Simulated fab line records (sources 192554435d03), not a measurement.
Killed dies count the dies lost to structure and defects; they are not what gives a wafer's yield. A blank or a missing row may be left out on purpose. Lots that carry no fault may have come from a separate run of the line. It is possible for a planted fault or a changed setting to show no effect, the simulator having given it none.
Problem report, 8D (eight disciplines) form, completed by code    flow n5 finfet    the parts of the form that need people (team, actions taken, sign-off) are left out

== 1. WHAT IS WRONG ==
At N5_BEOL_M5_ETCH_41, rf fwd power W averages 486.5 W over 6 wafers from 2 lots, while fault-free wafers read 391.6 W, standard deviation 1.2. That puts it +79 standard deviations away from the usual mean.
The step: etches SiCN in CH3F/O2, target depth 31.5 nm, time 56.7 s.
The first sign was on wafer L741.1 at day 12 02:08, on rie diel-05. The record has a number at this step for 18 wafers belonging to 6 lots. The rule behind "out" and "out of limits": a value lying over 4 standard deviations away from the usual mean. All remaining wafers that have a number are taken as sound.

== 2. WHAT IT IS, AND WHAT IT ISN'T ==
question                     is                        is not
which readings at this step  rf fwd power W, rf vpp V  drypump motor current A, showerhead plenum p Torr, throttle valve pct
which lots                   L741, L744                L734, L739, L748, L751
which wafers of those lots   all that have a number    -
read on which tools          rie diel-05               rie diel-03, rie diel-04
when                         from day 12 02:08         up to then (6 sound wafers); but 6 sound wafers of L748, L751 came after

== 3. THE SUSPECTS, EACH WITH WHAT RULES IT OUT ==
Counting: a tool at a process step up to the reading stays a suspect if it ran every lot that is out and no sound lot after the first of them.
- rie diel-05 at N5_BEOL_M5_DESCUM_33 (chemistry O2, time 7 s): kept. It processed each lot that is out, first L741 at day 12 01:50, and no sound lot thereafter; up to then, the last sound lot it processed was L739 at day 11 01:17.
- rie diel-05 at N5_BEOL_M5_ETCH_75 (etches underlayer in N2/H2, target depth 6.5 nm, time 5.2 s): kept. It processed each lot that is out, first L741 at day 12 01:53, and no sound lot thereafter; up to then, the last sound lot it processed was L739 at day 11 01:20.
- rie diel-05 at N5_BEOL_M5_ETCH_67 (etches SiARC in CF4, target depth 15.6 nm, time 26 s): kept. It processed each lot that is out, first L741 at day 12 01:53, and no sound lot thereafter; up to then, the last sound lot it processed was L739 at day 11 01:20.
- rie diel-05 at N5_BEOL_M5_VIA_ETCH_34 (etches SiCOH lowk in C4F6/O2, target depth 88.3 nm, time 39.2 s): kept. It processed each lot that is out, first L741 at day 12 02:01, and no sound lot thereafter; up to then, the last sound lot it processed was L739 at day 11 01:28.
- rie diel-05 at N5_BEOL_M5_TRENCH_ETCH_37 (etches SiCOH lowk in C4F6/O2, target depth 71.652 nm, time 24.7 s): kept. It processed each lot that is out, first L741 at day 12 02:08, and no sound lot thereafter; up to then, the last sound lot it processed was L739 at day 11 01:35. N5_BEOL_M5_TRENCH_ETCH_37: start missing for some lots; hours and lot order therefore follow N5_BEOL_M5_ETCH_41.
- rie diel-05 at N5_BEOL_M5_ETCH_41 (etches SiCN in CH3F/O2, target depth 31.5 nm, time 56.7 s): kept. It processed each lot that is out, first L741 at day 12 02:08, and no sound lot thereafter; up to then, the last sound lot it processed was L739 at day 11 01:35. Its own rf fwd power W, rf vpp V readings are out on those wafers.
Left after counting: rie diel-05 at N5_BEOL_M5_DESCUM_33, rie diel-05 at N5_BEOL_M5_ETCH_75, rie diel-05 at N5_BEOL_M5_ETCH_67, rie diel-05 at N5_BEOL_M5_VIA_ETCH_34, rie diel-05 at N5_BEOL_M5_TRENCH_ETCH_37, rie diel-05 at N5_BEOL_M5_ETCH_41.

== 4. THE CAUSE (what the simulator had put in) ==
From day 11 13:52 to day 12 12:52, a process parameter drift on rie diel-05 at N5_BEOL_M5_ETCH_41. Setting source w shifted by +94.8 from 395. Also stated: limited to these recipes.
Of the 6 suspects that counting leaves, this tool is one.

== 5. SEQUENCE OF EFFECTS, ordered by route ==
One row per reading whose mean, taken over the struck wafers that have a number, lies over 3 standard deviations from the usual. Only readings whose record carries a usual standard deviation are examined. hours: median over the lots of the time between each lot's start at the first step of this table that gives one and its start at this step. sigmas: the change, counted in usual standard deviations.
hours  step                reading         usual    on struck wafers  change  sigmas
0      N5_BEOL_M5_ETCH_41  rf fwd power W  391.6 W  486.5             +94.9   +79
0      N5_BEOL_M5_ETCH_41  rf vpp V        297.5 V  278.6             -18.9   -15
It contains these process steps:
- N5_BEOL_M5_ETCH_41: etches SiCN in CH3F/O2, target depth 31.5 nm, time 56.7 s.

== 6. WHAT WOULD HAVE CAUGHT IT SOONER ==
The fault began at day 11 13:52; the first out-of-limits reading in this record came at day 12 02:08, 12 hours later.
